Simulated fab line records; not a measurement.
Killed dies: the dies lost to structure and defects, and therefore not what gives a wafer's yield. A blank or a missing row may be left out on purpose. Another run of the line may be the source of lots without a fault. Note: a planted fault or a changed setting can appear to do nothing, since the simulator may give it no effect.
What tool caused it? | flow n5-finfet | 28 wafers from 10 lots sampled at 5 of the route's 1938 steps

## WHAT THE GAUGES SHOWED, per wafer
N5_BEOL_M4_RC_MEAS_101.
lot  | measured     | on        | DIBL_N (mV/V)  | DIBL_P (mV/V)  | EOT_N             | EOT_P             | IGATE_N (nA/um)      | IGATE_P (nA/um)      | IOFF_N (nA/um) | IOFF_P (nA/um) | ION_N (uA/um) | ION_P (uA/um) | SS_N (mV/dec)  | SS_P (mV/dec)  | VT_N (mV)   | VT_P (mV)
L916 | day 8 10:06  | prober-01 | 36.0 37.1 36.7 | 37.1 37.0 36.6 | 10.47 10.48 10.47 | 10.45 10.43 10.59 | 0.0135 0.0126 0.0118 | 0.0040 0.0037 0.0035 | 0.17 0.18 0.18 | 0.24 0.23 0.23 | 684 682 669   | 471 464 467   | 71.4 71.3 71.6 | 73.4 73.3 73.3 | 249 248 249 | -247 -248 -247
L917 | day 8 07:37  | prober-01 | 36.4 34.2 34.7 | 35.4 31.6 32.5 | 10.57 10.56 10.31 | 10.54 10.51 10.37 | 0.0110 0.0115 0.0134 | 0.0033 0.0035 0.0040 | 0.16 0.11 0.13 | 0.20 0.16 0.16 | 664 655 662   | 456 455 454   | 71.6 70.5 71.2 | 73.0 72.0 72.5 | 250 256 253 | -251 -256 -257
L921 | day 9 08:49  | prober-02 | 33.1 35.5 34.2 | 33.7 36.5 35.5 | 10.62 10.68 10.51 | 10.47 10.60 10.43 | 0.0113 0.0108 0.0139 | 0.0035 0.0033 0.0043 | 0.12 0.16 0.14 | 0.15 0.18 0.18 | 662 666 682   | 454 449 469   | 71.1 71.8 71.3 | 73.2 73.2 72.5 | 252 248 251 | -255 -254 -255
L922 | day 9 08:45  | prober-01 | 36.3 34.4 39.2 | 37.4 36.1 40.2 | 10.46 10.53 10.55 | 10.49 10.47 10.56 | 0.0118 0.0124 0.0114 | 0.0034 0.0036 0.0033 | 0.15 0.13 0.20 | 0.21 0.18 0.27 | 654 663 669   | 448 460 455   | 70.6 71.2 73.0 | 73.9 73.1 74.0 | 248 252 246 | -252 -251 -251
L925 | day 10 15:08 | prober-02 | 36.1 37.8 36.9 | 34.8 37.6 34.9 | 10.56 11.60 10.46 | 10.51 11.56 10.57 | 0.0115 0.0037 0.0116 | 0.0034 0.0011 0.0035 | 0.18 0.20 0.18 | 0.23 0.28 0.23 | 668 678 671   | 458 463 458   | 71.5 71.5 72.4 | 73.4 74.1 73.5 | 247 246 250 | -249 -245 -247
L926 | day 10 21:30 | prober-01 | 37.7 37.2      | 38.1 36.5      | 10.62 11.57       | 10.47 11.46       | 0.0132 0.0040        | 0.0038 0.0012        | 0.19 0.16      | 0.27 0.22      | 687 664       | 477 453       | 71.5 71.7      | 73.5 73.7      | 248 248     | -244 -247
L928 | day 10 21:58 | prober-02 | 34.8 35.2      | 35.7 35.2      | 10.47 11.60       | 10.46 11.60       | 0.0124 0.0039        | 0.0037 0.0012        | 0.13 0.13      | 0.19 0.17      | 672 644       | 462 442       | 71.4 71.8      | 73.5 72.5      | 251 253     | -250 -252
L933 | day 12 18:06 | prober-02 | 34.7 36.5 36.4 | 33.5 35.0 35.7 | 10.52 10.57 10.46 | 10.41 10.47 10.36 | 0.0119 0.0091 0.0119 | 0.0037 0.0028 0.0036 | 0.13 0.15 0.15 | 0.19 0.22 0.22 | 671 647 658   | 460 448 456   | 71.4 72.0 71.8 | 72.2 72.6 72.8 | 252 251 251 | -249 -247 -247
L937 | day 13 10:17 | prober-01 | 37.4 35.4 34.9 | 37.8 36.2 35.6 | 10.50 10.52 10.51 | 10.56 10.56 10.56 | 0.0111 0.0111 0.0106 | 0.0034 0.0034 0.0032 | 0.17 0.14 0.13 | 0.21 0.18 0.17 | 682 659 657   | 463 457 461   | 72.0 71.1 71.0 | 74.5 73.8 73.4 | 251 254 253 | -251 -253 -256
L939 | day 14 05:07 | prober-02 | 36.1 32.9 36.1 | 37.4 33.9 37.3 | 10.49 10.51 10.52 | 10.56 10.42 10.52 | 0.0103 0.0123 0.0112 | 0.0031 0.0036 0.0034 | 0.16 0.12 0.16 | 0.21 0.17 0.20 | 685 672 681   | 467 457 460   | 71.8 70.4 71.1 | 73.0 72.3 73.9 | 251 252 249 | -252 -252 -253

## EACH LOT AND THE TOOL THAT RAN IT (in order: tool; ch and the chambers of the sampled wafers; start)
lot  | N5_DUMMY_GATE_ALD_02             | N5_BEOL_M4_ANNEAL_82         | N5_BEOL_M4_SPUTTER_96        | N5_BEOL_M4_CO_CAP_55
L916 | ald-sin-04 ch 0,1,3, day 2 14:17 | pvd-sputter-01, day 8 07:24  | pvd-sputter-01, day 8 08:38  | cvd-co-02 ch 0,1,2, day 8 09:52
L917 | ald-sin-02 ch 2,3, day 2 19:51   | pvd-sputter-02, day 8 05:08  | pvd-sputter-02, day 8 06:22  | cvd-co-01 ch 0,1, day 8 07:14
L921 | ald-sin-04 ch 0,1,3, day 3 20:50 | pvd-sputter-03, day 9 04:59  | pvd-sputter-03, day 9 06:13  | cvd-co-01 ch 0,2, day 9 08:35
L922 | ald-sin-02 ch 2,3, day 4 04:01   | pvd-sputter-01, day 9 06:14  | pvd-sputter-01, day 9 07:29  | cvd-co-01 ch 0,2, day 9 08:21
L925 | ald-sin-02 ch 0,1,2, day 5 03:40 | pvd-sputter-03, day 10 12:47 | pvd-sputter-03, day 10 14:01 | cvd-co-02 ch 0,2, day 10 14:55
L926 | ald-sin-02 ch 1,2, day 5 04:29   | pvd-sputter-03, day 10 18:56 | pvd-sputter-03, day 10 20:11 | cvd-co-02 ch 1,2, day 10 21:16
L928 | ald-sin-02 ch 2,3, day 5 13:13   | pvd-sputter-02, day 10 19:37 | pvd-sputter-02, day 10 20:52 | cvd-co-02 ch 0,2, day 10 21:44
L933 | ald-sin-04 ch 0,1, day 6 20:58   | pvd-sputter-03, day 12 15:36 | pvd-sputter-03, day 12 16:50 | cvd-co-02 ch 0,2, day 12 17:43
L937 | ald-sin-02 ch 0,2, day 7 19:43   | pvd-sputter-02, day 13 07:24 | pvd-sputter-02, day 13 08:38 | cvd-co-01 ch 0,1,2, day 13 09:44
L939 | ald-sin-02 ch 0,2, day 8 07:52   | pvd-sputter-02, day 14 02:41 | pvd-sputter-02, day 14 03:55 | cvd-co-02 ch 0,2, day 14 04:53
- N5_DUMMY_GATE_ALD_02: deposits SiO2, target thk 2 nm, pulse time 1 s.
- N5_BEOL_M4_ANNEAL_82: time 240 s.
- N5_BEOL_M4_SPUTTER_96: material Cu, target thk 4.5 nm, time 8.29 s.
- N5_BEOL_M4_CO_CAP_55: material Co, precursor CCTBA/H2, target thk 2 nm, time 102.1 s.

## AS READ BY THE TOOLS THEMSELVES (means over the sampled wafers that have a number; for cases with no such wafer, the mark the record gives instead)
N5_DUMMY_GATE_ALD_02.
lot  | tool       | heater-power-outer-w (W) | heater-power-w (W) | precursor-pulse-height-rel
L916 | ald-sin-04 | 267                      | 466                | 0.998
L917 | ald-sin-02 | 264                      | 473                | 1.014
L921 | ald-sin-04 | 266                      | 470                | 0.987
L922 | ald-sin-02 | 263                      | 475                | 0.991
L925 | ald-sin-02 | 282                      | 468                | 1.009
L926 | ald-sin-02 | 282                      | 486                | 0.995
L928 | ald-sin-02 | 266                      | 484                | 1.016
L933 | ald-sin-04 | 269                      | 464                | 0.993
L937 | ald-sin-02 | 274                      | 480                | 0.985
L939 | ald-sin-02 | 268                      | 468                | 0.997

N5_BEOL_M4_ANNEAL_82.
lot  | tool           | heater-power-w (W)
L916 | pvd-sputter-01 | 822
L917 | pvd-sputter-02 | 787
L921 | pvd-sputter-03 | 874
L922 | pvd-sputter-01 | 822
L925 | pvd-sputter-03 | 862
L926 | pvd-sputter-03 | 936
L928 | pvd-sputter-02 | 822
L933 | pvd-sputter-03 | 862
L937 | pvd-sputter-02 | 818
L939 | pvd-sputter-02 | 818

N5_BEOL_M4_SPUTTER_96.
lot  | tool           | throttle-valve-pct (%)
L916 | pvd-sputter-01 | 29.7
L917 | pvd-sputter-02 | 29.3
L921 | pvd-sputter-03 | 30.7
L922 | pvd-sputter-01 | 30.2
L925 | pvd-sputter-03 | 30.7
L926 | pvd-sputter-03 | 30.5
L928 | pvd-sputter-02 | 29.1
L933 | pvd-sputter-03 | 28.7
L937 | pvd-sputter-02 | 30.0
L939 | pvd-sputter-02 | 29.7

N5_BEOL_M4_CO_CAP_55.
lot  | tool      | heater-power-outer-w (W) | heater-power-w (W)
L916 | cvd-co-02 | 127                      | 240
L917 | cvd-co-01 | 114                      | 222
L921 | cvd-co-01 | 114                      | 219
L922 | cvd-co-01 | 120                      | 225
L925 | cvd-co-02 | 130                      | 244
L926 | cvd-co-02 | 115                      | 219
L928 | cvd-co-02 | 137                      | 249
L933 | cvd-co-02 | 130                      | 244
L937 | cvd-co-01 | 120                      | 231
L939 | cvd-co-02 | 129                      | 246

## THE ANSWER, worked out from the rows above alone
Rule: the usual values come from the lots themselves. The widest of any qualifying gaps counts: lots, ordered by their means at a reading, are off when they make up no more than a third of the lots, leave a main group of 4 or more, and stand apart from it by 3 or more times the standard deviation of that group's means. The tables above print the reading to a certain number of digits; a main group whose means all agree to those digits is not used. A lot without any number at a reading at which 4 lots or more have one is off too. The other lots that the step has rows for count as sound. Order of review: gauges by route order, followed by the tools' own readings, for which a lot's mean as printed above is used. The first step at which some lot is off is used, and at that step the reading that is off furthest; a lot without a number counts as furthest.
Off: at N5_BEOL_M4_RC_MEAS_101 (EOT_P), L925, L926, L928. For the main group the mean is 10.49 and the standard deviation 0.041.
If a tool, at a process step before that reading, ran all the lots that are off and no sound lot after the first of them, it fits. Gauges at N5_BEOL_M4_RC_MEAS_101: tried the same way as those tools. Not one of the candidates tried fits.

## WHAT THE SIMULATOR HAD INSERTED
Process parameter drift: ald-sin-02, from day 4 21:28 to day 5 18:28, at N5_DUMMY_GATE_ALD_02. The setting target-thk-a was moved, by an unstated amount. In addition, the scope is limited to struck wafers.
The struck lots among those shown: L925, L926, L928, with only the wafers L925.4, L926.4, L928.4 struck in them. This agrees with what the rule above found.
